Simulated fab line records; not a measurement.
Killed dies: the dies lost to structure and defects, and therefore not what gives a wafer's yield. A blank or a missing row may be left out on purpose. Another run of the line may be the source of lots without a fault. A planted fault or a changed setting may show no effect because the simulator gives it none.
Split-lot study    flow n5Finfet    on a route of 1938 steps: 7 lots, 21 wafers read

## THE SPLIT
At N5_BEOL_M15_COAT_22 (resist thk 800 nm), the setting spinRpm was moved away from the recipe's 1704 rpm on 9 of the 21 wafers read, by -8.7% to +5.9%. All remaining wafers had this setting at the recipe value.

The reading comes from the split's own step.

## THE READING
coat_of_BEOL_M15_COAT_22.thkNm (the simulator's own value, which no gauge read), in nm, at N5_BEOL_M15_COAT_22 (resist thk 800 nm). The file does not state a usual value for it. Across the 12 wafers here that went through the recipe, the average is 800.8 nm and the standard deviation 1.4 nm.

wafer   tool, chamber at the split  spinRpm as run, rpm  against the recipe  coat_of_BEOL_M15_COAT_22.thkNm, nm  against lot-mates on the recipe
L074.1  lithoTrack-03, 0            1704                 recipe              801.6                               -
L074.3  lithoTrack-03, 0            1555                 -8.7%               839.2                               +37.1
L074.5  lithoTrack-03, 0            1704                 recipe              802.6                               -
L083.2  lithoTrack-02, 0            1704                 recipe              799                                 -
L083.4  lithoTrack-02, 0            1704                 recipe              798.2                               -
L083.5  lithoTrack-02, 0            1704                 recipe              800                                 -
L087.2  lithoTrack-03, 0            1704                 recipe              801                                 -
L087.3  lithoTrack-03, 0            1571                 -7.8%               834.2                               +33.2
L087.5  lithoTrack-03, 0            1571                 -7.8%               834.8                               +33.8
L086.4  lithoTrack-04, 0            1754                 +2.9%               788.6                               -13.8
L086.5  lithoTrack-04, 0            1704                 recipe              802.4                               -
L086.6  lithoTrack-04, 0            1754                 +2.9%               791                                 -11.4
L091.1  lithoTrack-02, 0            1704                 recipe              800.6                               -
L091.3  lithoTrack-02, 0            1566                 -8.1%               839.6                               +39.0
L091.4  lithoTrack-02, 0            1566                 -8.1%               842                                 +41.4
L093.2  lithoTrack-02, 0            1804                 +5.9%               775                                 -26.4
L093.5  lithoTrack-02, 0            1704                 recipe              801.4                               -
L093.6  lithoTrack-02, 0            1804                 +5.9%               776.2                               -25.2
L097.1  lithoTrack-02, 0            1704                 recipe              802.2                               -
L097.2  lithoTrack-02, 0            1704                 recipe              801.6                               -
L097.6  lithoTrack-02, 0            1704                 recipe              799.4                               -

THE FIT
A straight line over all 21 wafers: coat_of_BEOL_M15_COAT_22.thkNm changes by -4.47 nm for each +1% of spinRpm; r = -1.00; the points scatter about the line by 1.9 nm.
The same after taking each lot's own level away (the mean of its wafers on the recipe; 21 wafers): -4.5 nm for each +1%; r = -1.00; scatter 1.7 nm.
On that fit, the largest move of spinRpm shifts the reading by 39 nm.
The lots' own levels span 799.07 to 802.40 nm, that is 2.5 times the standard deviation above.
Hence the lot-to-lot level has little effect on the slope; both slopes agree.
Check: for one of the wafers moved furthest among these (-8.7%), held out of the fit, the line's prediction against its lot-mates is +40.2 nm. It came out at +37.1 nm against them.

## OTHER SPLITS APPLIED TO THESE WAFERS
These wafers also went through other splits before the reading. Each is held against what the fit with the lots' levels taken away leaves over:
other split on the same wafers  wafers away from the commonest value  r with coat_of_BEOL_M15_COAT_22.thkNm (lot level and that fit taken away)
N5_BEOL_M14_EXPOSE_25 doseMj    9                                     -0.11

## THE FILE'S OWN FIT
coat_of_BEOL_M15_COAT_22.thkNm changes by -4.47 nm for each +1% of spinRpm, r = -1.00.
